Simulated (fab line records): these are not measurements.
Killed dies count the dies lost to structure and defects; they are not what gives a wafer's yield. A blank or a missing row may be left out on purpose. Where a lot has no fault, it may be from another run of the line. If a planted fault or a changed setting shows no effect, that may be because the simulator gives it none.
Lot-split experiment | flow n5_finfet | 7 lots, 39 wafers read, on a route of 1938 steps

## THE SPLIT ITSELF
At N5_DUMMY_GATE_EXPOSE_12 (exposes mask GATE, target cd 25 nm), the setting dose_mj was moved away from the recipe's 34 on 12 of the 39 wafers read, by -6.1% to +7.8%. The other wafers ran this setting at the recipe's value.

## FROM THE SPLIT TO THE READING: what the file shows between them, 13 steps
- N5_DUMMY_GATE_PEB_13: peb time 60 s
- N5_DUMMY_GATE_DEVELOP_14: develop time 30 s
- N5_DUMMY_GATE_CD_MEAS_15: target cd 25.8 nm
- N5_DUMMY_GATE_ETCH_37: etches SOC in N2/H2, target depth 60 nm, overetch 30 nm (also split here: source_w)
- N5_DUMMY_GATE_STRIP_38: strips in N2/H2
- N5_DUMMY_GATE_STRIP_39: strips in N2/H2
- N5_DUMMY_GATE_TRIM_49: chemistry O2, time 29 s, target cd 14 nm
- N5_DUMMY_GATE_STRIP_40: strips in CF4
- N5_DUMMY_GATE_CD_MEAS_50: target cd 14 nm
- N5_DUMMY_GATE_ETCH_31: etches SiO2 in C4F6/O2, target depth 82.5 nm, time 27.5 s
- N5_DUMMY_GATE_STRIP_41: strips in O2
- N5_DUMMY_GATE_ETCH_23: etches poly-Si in HBr/Cl2/O2, target depth 41 nm, time 22.3 s
- N5_DUMMY_GATE_ETCH_44: etches poly-Si in HBr/O2, stops on SiO2, target depth 127.5 nm

## THE READING
At N5_DUMMY_GATE_CD_MEAS_24: cd_nm in nanometres, against a target cd of 15 nm. A value of 15.2 nm with a standard deviation of 0.33 nm is what fault-free wafers of this fab line usually give.

wafer  | tool, chamber at the split | dose_mj as run | against the recipe | cd_nm, nm | against lot-mates on the recipe
L075.1 | euv_scanner-02, 0          | 34             | recipe             | 15.3      | -
L075.2 | euv_scanner-02, 0          | 36.64          | +7.8%              | 13.7      | -1.6
L075.3 | euv_scanner-02, 0          | 36.64          | +7.8%              | 13.6      | -1.7
L075.4 | euv_scanner-02, 0          | 36.64          | +7.8%              | 13.9      | -1.4
L075.5 | euv_scanner-02, 0          | 34             | recipe             | 15.0      | -
L075.6 | euv_scanner-02, 0          | 34             | recipe             | 15.7      | -
L084.1 | euv_scanner-01, 0          | 34             | recipe             | 15.3      | -
L084.2 | euv_scanner-01, 0          | 34             | recipe             | 15.1      | -
L084.3 | euv_scanner-01, 0          | 34             | recipe             | 15.2      | -
L084.4 | euv_scanner-01, 0          | 34             | recipe             | 15.0      | -
L084.5 | euv_scanner-01, 0          | 34             | recipe             | 15.5      | -
L084.6 | euv_scanner-01, 0          | 34             | recipe             | 14.7      | -
L086.1 | euv_scanner-01, 0          | 35.52          | +4.5%              | 14.2      | -1.0
L086.2 | euv_scanner-01, 0          | 34             | recipe             | 15.4      | -
L086.3 | euv_scanner-01, 0          | 35.52          | +4.5%              | 14.4      | -0.8
L086.4 | euv_scanner-01, 0          | 34             | recipe             | 15.2      | -
L086.5 | euv_scanner-01, 0          | 35.52          | +4.5%              | 13.7      | -1.5
L086.6 | euv_scanner-01, 0          | 34             | recipe             | 15.0      | -
L091.1 | euv_scanner-01, 0          | 34             | recipe             | 15.0      | -
L091.2 | euv_scanner-01, 0          | 35.12          | +3.3%              | 14.7      | -0.6
L091.3 | euv_scanner-01, 0          | 35.12          | +3.3%              | 15.0      | -0.3
L091.4 | euv_scanner-01, 0          | 34             | recipe             | 15.4      | -
L091.5 | euv_scanner-01, 0          | 35.12          | +3.3%              | 14.8      | -0.5
L091.6 | euv_scanner-01, 0          | 34             | recipe             | 15.5      | -
L092.1 | euv_scanner-02, 0          | 34             | recipe             | 14.9      | -
L092.2 | euv_scanner-02, 0          | 34             | recipe             | 14.9      | -
L092.3 | euv_scanner-02, 0          | 34             | recipe             | 15.2      | -
L092.4 | euv_scanner-02, 0          | 34             | recipe             | 14.2      | -
L092.5 | euv_scanner-02, 0          | 34             | recipe             | 14.9      | -
L092.6 | euv_scanner-02, 0          | 34             | recipe             | 14.7      | -
L095.2 | euv_scanner-02, 0          | 34             | recipe             | 15.1      | -
L095.4 | euv_scanner-02, 0          | 34             | recipe             | 14.7      | -
L095.5 | euv_scanner-02, 0          | 34             | recipe             | 14.6      | -
L097.1 | euv_scanner-01, 0          | 34             | recipe             | 14.9      | -
L097.2 | euv_scanner-01, 0          | 34             | recipe             | 15.1      | -
L097.3 | euv_scanner-01, 0          | 31.91          | -6.1%              | 16.1      | +1.1
L097.4 | euv_scanner-01, 0          | 31.91          | -6.1%              | 16.2      | +1.2
L097.5 | euv_scanner-01, 0          | 34             | recipe             | 14.9      | -
L097.6 | euv_scanner-01, 0          | 31.91          | -6.1%              | 16.4      | +1.4

FIT RESULTS
A straight line over all 39 wafers: cd_nm changes by -0.176 nm for each +1% of dose_mj; r = -0.87; the points scatter about the line by 0.31 nm.
The same after taking each lot's own level away (the mean of its wafers on the recipe; 39 wafers): -0.207 nm for each +1%; r = -0.94; scatter 0.24 nm.
On that fit, the largest move of dose_mj shifts the reading by 1.6 nm.
From 14.80 to 15.33 nm: that is the span of the lots' own levels, equal to 1.6 times the standard deviation above.
So the lot-to-lot level changes the slope: the two fits differ.
Check: for one of the wafers moved furthest among these (+7.8%), held out of the fit, the line's prediction against its lot-mates is -1.6 nm. Against them it came out at -1.63 nm.

## OTHER SPLITS ON THESE WAFERS
Other splits were also applied to these wafers ahead of the reading. Each is held against what the fit with the lots' levels taken away leaves over:
other split on the same wafers | wafers away from the commonest value | r with cd_nm (lot level and that fit taken away)
N5_FIN_CUT_CUT_ETCH_15 bias_w  | as run: not given for these wafers   | -
N5_DUMMY_GATE_ETCH_37 source_w | 18                                   | -0.27

## THE WHOLE CHAIN: every reading that the file lists as answering this split, in the file's order
step                     | what it does                                           | reading                                                           | change (the file's fit)               | r (the file's)
N5_DUMMY_GATE_CD_MEAS_15 | target cd 25.8 nm                                      | cd_nm                                                             | -0.171 nm for each +1% of the setting | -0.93
N5_DUMMY_GATE_TRIM_49    | chemistry O2, time 29 s, target cd 14 nm               | DUMMY_GATE.cd_nm (the simulator's own value, which no gauge read) | -0.188 nm for each +1% of the setting | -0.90
N5_DUMMY_GATE_CD_MEAS_50 | target cd 14 nm                                        | cd_nm                                                             | -0.194 nm for each +1% of the setting | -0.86
N5_DUMMY_GATE_CD_MEAS_24 | target cd 15 nm                                        | cd_nm                                                             | -0.207 nm for each +1% of the setting | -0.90
N5_DUMMY_GATE_ETCH_42    | etches SiO2 in CHF3/O2, target depth 3.5 nm, time 31 s | DUMMY_GATE.cd_nm (the simulator's own value, which no gauge read) | -0.2 nm for each +1% of the setting   | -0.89

## FILE'S OWN FIT
cd_nm changes by -0.207 nm for each +1% of dose_mj, r = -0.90.
